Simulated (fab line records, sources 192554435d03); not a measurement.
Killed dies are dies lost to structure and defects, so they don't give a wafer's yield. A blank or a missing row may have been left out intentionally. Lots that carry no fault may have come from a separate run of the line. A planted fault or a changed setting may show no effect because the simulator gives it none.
Which tool did it? || flow n5_finfet || 72 wafers from 24 lots sampled at 3 of the route's 1938 steps

## WHAT EACH GAUGE READ, for each wafer
N5_BEOL_M5_THK_MEAS_01.
{"lot": "L074", "measured": "day 7 20:53", "on": "film_metro-02", "M5_ILD_THK (nm)": "120.5 122.9 123.0"}
{"lot": "L075", "measured": "day 8 03:18", "on": "film_metro-01", "M5_ILD_THK (nm)": "119.7 123.6 121.9"}
{"lot": "L076", "measured": "day 8 13:34", "on": "film_metro-01", "M5_ILD_THK (nm)": "122.0 121.7 120.6"}
{"lot": "L077", "measured": "day 8 21:58", "on": "film_metro-02", "M5_ILD_THK (nm)": "117.5 119.5 121.0"}
{"lot": "L078", "measured": "day 8 22:07", "on": "film_metro-01", "M5_ILD_THK (nm)": "122.4 120.9 123.3"}
{"lot": "L079", "measured": "day 9 01:19", "on": "film_metro-01", "M5_ILD_THK (nm)": "119.6 119.3 120.9"}
{"lot": "L080", "measured": "day 10 00:50", "on": "film_metro-01", "M5_ILD_THK (nm)": "121.3 122.1 122.3"}
{"lot": "L081", "measured": "day 10 07:12", "on": "film_metro-01", "M5_ILD_THK (nm)": "119.1 118.2 119.0"}
{"lot": "L083", "measured": "day 10 11:26", "on": "film_metro-01", "M5_ILD_THK (nm)": "120.6 118.4 121.2"}
{"lot": "L082", "measured": "day 10 22:43", "on": "film_metro-02", "M5_ILD_THK (nm)": "122.0 122.8 125.3"}
{"lot": "L084", "measured": "day 11 13:26", "on": "film_metro-02", "M5_ILD_THK (nm)": "121.9 124.8 124.0"}
{"lot": "L085", "measured": "day 11 13:35", "on": "film_metro-01", "M5_ILD_THK (nm)": "118.1 117.9 120.6"}
{"lot": "L086", "measured": "day 11 15:15", "on": "film_metro-01", "M5_ILD_THK (nm)": "122.2 120.1 124.1"}
{"lot": "L087", "measured": "day 11 18:34", "on": "film_metro-02", "M5_ILD_THK (nm)": "119.4 119.5 120.5"}
{"lot": "L089", "measured": "day 11 19:36", "on": "film_metro-02", "M5_ILD_THK (nm)": "117.2 120.1 119.4"}
{"lot": "L088", "measured": "day 11 20:26", "on": "film_metro-02", "M5_ILD_THK (nm)": "120.8 123.0 123.5"}
{"lot": "L090", "measured": "day 12 00:13", "on": "film_metro-02", "M5_ILD_THK (nm)": "122.4 122.5 119.6"}
{"lot": "L091", "measured": "day 12 20:54", "on": "film_metro-01", "M5_ILD_THK (nm)": "117.7 120.1 119.9"}
{"lot": "L092", "measured": "day 12 21:45", "on": "film_metro-02", "M5_ILD_THK (nm)": "118.0 118.2 119.5"}
{"lot": "L093", "measured": "day 13 01:22", "on": "film_metro-01", "M5_ILD_THK (nm)": "120.4 119.5 123.1"}
{"lot": "L094", "measured": "day 13 23:53", "on": "film_metro-01", "M5_ILD_THK (nm)": "118.7 121.1 121.9"}
{"lot": "L095", "measured": "day 13 23:59", "on": "film_metro-02", "M5_ILD_THK (nm)": "120.2 122.8 121.7"}
{"lot": "L096", "measured": "day 14 01:30", "on": "film_metro-02", "M5_ILD_THK (nm)": "121.1 121.2 122.4"}
{"lot": "L097", "measured": "day 14 06:40", "on": "film_metro-02", "M5_ILD_THK (nm)": "119.2 122.3 124.5"}

N5_BEOL_M5_INSPECT_30: inspects for defects (brightfield).
{"lot": "L074", "measured": "day 8 00:05", "on": "defect_inspect-01", "raw_defect_count": "450 281 464"}
{"lot": "L075", "measured": "day 8 05:53", "on": "defect_inspect-02", "raw_defect_count": "367 415 250"}
{"lot": "L076", "measured": "day 8 19:21", "on": "defect_inspect-01", "raw_defect_count": "463 457 482"}
{"lot": "L077", "measured": "day 9 00:23", "on": "defect_inspect-02", "raw_defect_count": "343 373 436"}
{"lot": "L078", "measured": "day 9 00:44", "on": "defect_inspect-02", "raw_defect_count": "348 400 377"}
{"lot": "L079", "measured": "day 9 07:22", "on": "defect_inspect-02", "raw_defect_count": "386 544 496"}
{"lot": "L080", "measured": "day 10 03:00", "on": "defect_inspect-02", "raw_defect_count": "372 572 404"}
{"lot": "L081", "measured": "day 10 11:14", "on": "defect_inspect-02", "raw_defect_count": "314 394 390"}
{"lot": "L083", "measured": "day 10 14:02", "on": "defect_inspect-02", "raw_defect_count": "418 391 349"}
{"lot": "L082", "measured": "day 11 01:38", "on": "defect_inspect-02", "raw_defect_count": "308 325 333"}
{"lot": "L084", "measured": "day 11 17:12", "on": "defect_inspect-02", "raw_defect_count": "382 359 368"}
{"lot": "L085", "measured": "day 11 17:01", "on": "defect_inspect-01", "raw_defect_count": "344 269 344"}
{"lot": "L086", "measured": "day 11 23:06", "on": "defect_inspect-01", "raw_defect_count": "386 328 480"}
{"lot": "L087", "measured": "day 12 01:43", "on": "defect_inspect-01", "raw_defect_count": "331 503 444"}
{"lot": "L089", "measured": "day 12 01:40", "on": "defect_inspect-01", "raw_defect_count": "303 306 377"}
{"lot": "L088", "measured": "day 12 01:53", "on": "defect_inspect-01", "raw_defect_count": "397 424 517"}
{"lot": "L090", "measured": "day 12 07:52", "on": "defect_inspect-01", "raw_defect_count": "396 815 570"}
{"lot": "L091", "measured": "day 13 01:42", "on": "defect_inspect-02", "raw_defect_count": "482 553 373"}
{"lot": "L092", "measured": "day 13 01:53", "on": "defect_inspect-02", "raw_defect_count": "489 434 493"}
{"lot": "L093", "measured": "day 13 05:51", "on": "defect_inspect-02", "raw_defect_count": "343 448 502"}
{"lot": "L094", "measured": "day 14 03:56", "on": "defect_inspect-01", "raw_defect_count": "408 449 410"}
{"lot": "L095", "measured": "day 14 04:07", "on": "defect_inspect-02", "raw_defect_count": "297 282 391"}
{"lot": "L096", "measured": "day 14 04:17", "on": "defect_inspect-02", "raw_defect_count": "318 348 320"}
{"lot": "L097", "measured": "day 14 13:24", "on": "defect_inspect-01", "raw_defect_count": "454 409 293"}

## EACH LOT AND THE TOOL THAT RAN IT (in order: tool; ch and the chambers of the sampled wafers; start)
{"lot": "L074", "N5_BEOL_M5_HM_OPEN_17": "rie_metal-02 ch 0,1, day 7 22:00"}
{"lot": "L075", "N5_BEOL_M5_HM_OPEN_17": "rie_metal-01 ch 0,1, day 8 04:36"}
{"lot": "L076", "N5_BEOL_M5_HM_OPEN_17": "rie_metal-02 ch 0,1, day 8 16:50"}
{"lot": "L077", "N5_BEOL_M5_HM_OPEN_17": "rie_metal-02 ch 0,1, day 8 23:46"}
{"lot": "L078", "N5_BEOL_M5_HM_OPEN_17": "rie_metal-01 ch 0,1, day 9 00:00"}
{"lot": "L079", "N5_BEOL_M5_HM_OPEN_17": "rie_metal-01 ch 1, day 9 02:56"}
{"lot": "L080", "N5_BEOL_M5_HM_OPEN_17": "rie_metal-02 ch 0,1, day 10 02:07"}
{"lot": "L081", "N5_BEOL_M5_HM_OPEN_17": "rie_metal-01 ch 1, day 10 09:11"}
{"lot": "L083", "N5_BEOL_M5_HM_OPEN_17": "rie_metal-02 ch 0,1, day 10 12:55"}
{"lot": "L082", "N5_BEOL_M5_HM_OPEN_17": "rie_metal-01 ch 0,1, day 11 00:30"}
{"lot": "L084", "N5_BEOL_M5_HM_OPEN_17": "rie_metal-01 ch 0,1, day 11 15:09"}
{"lot": "L085", "N5_BEOL_M5_HM_OPEN_17": "rie_metal-03 ch 0,1, day 11 15:23"}
{"lot": "L086", "N5_BEOL_M5_HM_OPEN_17": "rie_metal-02 ch 0, day 11 18:08"}
{"lot": "L087", "N5_BEOL_M5_HM_OPEN_17": "rie_metal-02 ch 0,1, day 12 00:00"}
{"lot": "L089", "N5_BEOL_M5_HM_OPEN_17": "rie_metal-03 ch 0,1, day 12 00:10"}
{"lot": "L088", "N5_BEOL_M5_HM_OPEN_17": "rie_metal-02 ch 0,1, day 12 00:45"}
{"lot": "L090", "N5_BEOL_M5_HM_OPEN_17": "rie_metal-03 ch 0,1, day 12 01:33"}
{"lot": "L091", "N5_BEOL_M5_HM_OPEN_17": "rie_metal-02 ch 0,1, day 12 23:40"}
{"lot": "L092", "N5_BEOL_M5_HM_OPEN_17": "rie_metal-02 ch 0,1, day 13 00:06"}
{"lot": "L093", "N5_BEOL_M5_HM_OPEN_17": "rie_metal-02 ch 0,1, day 13 03:01"}
{"lot": "L094", "N5_BEOL_M5_HM_OPEN_17": "rie_metal-01 ch 1, day 14 02:08"}
{"lot": "L095", "N5_BEOL_M5_HM_OPEN_17": "rie_metal-01 ch 1, day 14 02:20"}
{"lot": "L096", "N5_BEOL_M5_HM_OPEN_17": "rie_metal-03 ch 0,1, day 14 02:43"}
{"lot": "L097", "N5_BEOL_M5_HM_OPEN_17": "rie_metal-02 ch 1, day 14 12:37"}
- N5_BEOL_M5_HM_OPEN_17: chemistry Cl2/BCl3, target TiN, target depth 20 nm, overetch 6 nm.

## AS READ BY THE TOOLS THEMSELVES (means over the sampled wafers that have a number; for cases with no such wafer, the mark the record gives instead)
N5_BEOL_M5_HM_OPEN_17.
{"lot": "L074", "tool": "rie_metal-02", "bcl3_flow_sccm (sccm)": 21.76, "drypump_motor_current_A (A)": 6.4, "oes_ar_750_au (a.u.)": 0.62, "oes_product_au (a.u.)": 0.52, "throttle_valve_pct (%)": 22.30}
{"lot": "L075", "tool": "rie_metal-01", "bcl3_flow_sccm (sccm)": 21.75, "drypump_motor_current_A (A)": 5.5, "oes_ar_750_au (a.u.)": 0.77, "oes_product_au (a.u.)": 0.65, "throttle_valve_pct (%)": 21.86}
{"lot": "L076", "tool": "rie_metal-02", "bcl3_flow_sccm (sccm)": 21.78, "drypump_motor_current_A (A)": 6.4, "oes_ar_750_au (a.u.)": 0.62, "oes_product_au (a.u.)": 0.52, "throttle_valve_pct (%)": 22.32}
{"lot": "L077", "tool": "rie_metal-02", "bcl3_flow_sccm (sccm)": 21.71, "drypump_motor_current_A (A)": 6.4, "oes_ar_750_au (a.u.)": 0.61, "oes_product_au (a.u.)": 0.51, "throttle_valve_pct (%)": 22.33}
{"lot": "L078", "tool": "rie_metal-01", "bcl3_flow_sccm (sccm)": 21.79, "drypump_motor_current_A (A)": 5.5, "oes_ar_750_au (a.u.)": 0.76, "oes_product_au (a.u.)": 0.64, "throttle_valve_pct (%)": 21.88}
{"lot": "L079", "tool": "rie_metal-01", "bcl3_flow_sccm (sccm)": 21.74, "drypump_motor_current_A (A)": 5.8, "oes_ar_750_au (a.u.)": 0.80, "oes_product_au (a.u.)": 0.68, "throttle_valve_pct (%)": 21.84}
{"lot": "L080", "tool": "rie_metal-02", "bcl3_flow_sccm (sccm)": 21.81, "drypump_motor_current_A (A)": 6.3, "oes_ar_750_au (a.u.)": 0.72, "oes_product_au (a.u.)": 0.61, "throttle_valve_pct (%)": 22.15}
{"lot": "L081", "tool": "rie_metal-01", "bcl3_flow_sccm (sccm)": 21.80, "drypump_motor_current_A (A)": 5.8, "oes_ar_750_au (a.u.)": 0.79, "oes_product_au (a.u.)": 0.68, "throttle_valve_pct (%)": 21.82}
{"lot": "L083", "tool": "rie_metal-02", "bcl3_flow_sccm (sccm)": 21.71, "drypump_motor_current_A (A)": 6.4, "oes_ar_750_au (a.u.)": 0.83, "oes_product_au (a.u.)": 0.70, "throttle_valve_pct (%)": 22.12}
{"lot": "L082", "tool": "rie_metal-01", "bcl3_flow_sccm (sccm)": 21.63, "drypump_motor_current_A (A)": 5.1, "oes_ar_750_au (a.u.)": 0.72, "oes_product_au (a.u.)": 0.59, "throttle_valve_pct (%)": 21.95}
{"lot": "L084", "tool": "rie_metal-01", "bcl3_flow_sccm (sccm)": 21.74, "drypump_motor_current_A (A)": 5.1, "oes_ar_750_au (a.u.)": 0.71, "oes_product_au (a.u.)": 0.59, "throttle_valve_pct (%)": 21.94}
{"lot": "L085", "tool": "rie_metal-03", "bcl3_flow_sccm (sccm)": 21.81, "drypump_motor_current_A (A)": 5.6, "oes_ar_750_au (a.u.)": 0.81, "oes_product_au (a.u.)": 0.67, "throttle_valve_pct (%)": 22.38}
{"lot": "L086", "tool": "rie_metal-02", "bcl3_flow_sccm (sccm)": 21.74, "drypump_motor_current_A (A)": 6.5, "oes_ar_750_au (a.u.)": 0.91, "oes_product_au (a.u.)": 0.77, "throttle_valve_pct (%)": 22.11}
{"lot": "L087", "tool": "rie_metal-02", "bcl3_flow_sccm (sccm)": 21.85, "drypump_motor_current_A (A)": 6.3, "oes_ar_750_au (a.u.)": 0.95, "oes_product_au (a.u.)": 0.80, "throttle_valve_pct (%)": 22.06}
{"lot": "L089", "tool": "rie_metal-03", "bcl3_flow_sccm (sccm)": 21.76, "drypump_motor_current_A (A)": 5.7, "oes_ar_750_au (a.u.)": 0.73, "oes_product_au (a.u.)": 0.61, "throttle_valve_pct (%)": 22.57}
{"lot": "L088", "tool": "rie_metal-02", "bcl3_flow_sccm (sccm)": 21.70, "drypump_motor_current_A (A)": 6.3, "oes_ar_750_au (a.u.)": 0.95, "oes_product_au (a.u.)": 0.80, "throttle_valve_pct (%)": 22.04}
{"lot": "L090", "tool": "rie_metal-03", "bcl3_flow_sccm (sccm)": 21.78, "drypump_motor_current_A (A)": 5.7, "oes_ar_750_au (a.u.)": 0.72, "oes_product_au (a.u.)": 0.60, "throttle_valve_pct (%)": 22.57}
{"lot": "L091", "tool": "rie_metal-02", "bcl3_flow_sccm (sccm)": 21.76, "drypump_motor_current_A (A)": 6.3, "oes_ar_750_au (a.u.)": 0.93, "oes_product_au (a.u.)": 0.78, "throttle_valve_pct (%)": 22.04}
{"lot": "L092", "tool": "rie_metal-02", "bcl3_flow_sccm (sccm)": 21.71, "drypump_motor_current_A (A)": 6.3, "oes_ar_750_au (a.u.)": 0.93, "oes_product_au (a.u.)": 0.79, "throttle_valve_pct (%)": 22.05}
{"lot": "L093", "tool": "rie_metal-02", "bcl3_flow_sccm (sccm)": 21.79, "drypump_motor_current_A (A)": 6.3, "oes_ar_750_au (a.u.)": 0.93, "oes_product_au (a.u.)": 0.78, "throttle_valve_pct (%)": 22.05}
{"lot": "L094", "tool": "rie_metal-01", "bcl3_flow_sccm (sccm)": 21.72, "drypump_motor_current_A (A)": 5.8, "oes_ar_750_au (a.u.)": 0.77, "oes_product_au (a.u.)": 0.66, "throttle_valve_pct (%)": 21.84}
{"lot": "L095", "tool": "rie_metal-01", "bcl3_flow_sccm (sccm)": 21.77, "drypump_motor_current_A (A)": 5.8, "oes_ar_750_au (a.u.)": 0.77, "oes_product_au (a.u.)": 0.66, "throttle_valve_pct (%)": 21.84}
{"lot": "L096", "tool": "rie_metal-03", "bcl3_flow_sccm (sccm)": 21.69, "drypump_motor_current_A (A)": 5.6, "oes_ar_750_au (a.u.)": 0.80, "oes_product_au (a.u.)": 0.67, "throttle_valve_pct (%)": 22.39}
{"lot": "L097", "tool": "rie_metal-02", "bcl3_flow_sccm (sccm)": 21.72, "drypump_motor_current_A (A)": 6.2, "oes_ar_750_au (a.u.)": 0.90, "oes_product_au (a.u.)": 0.76, "throttle_valve_pct (%)": 22.03}

## THE ANSWER, worked out from the rows above alone
Rule: the usual values come from the lots themselves. Put in order of their means at a reading, lots are off if they are a third of the lots or fewer, leave a main group of 4 or more, and stand apart from it by a gap of 3 or more times the standard deviation of the main group's means; of several such gaps the widest counts. The tables above print the reading to a certain number of digits; a main group whose means all agree to those digits is not used. A lot without any number at a reading at which 4 lots or more have one is off too. All remaining lots with rows at the step are treated as sound. The gauges are gone through in route order, then the tools' own readings, and for those a lot's mean is taken as printed above. At the first step where some lot is off, the reading lying furthest off is the one used; lots without a number count as furthest.
No lot is off at any reading shown: from this, nothing can be told.

## WHAT WAS PUT IN BY THE SIMULATOR
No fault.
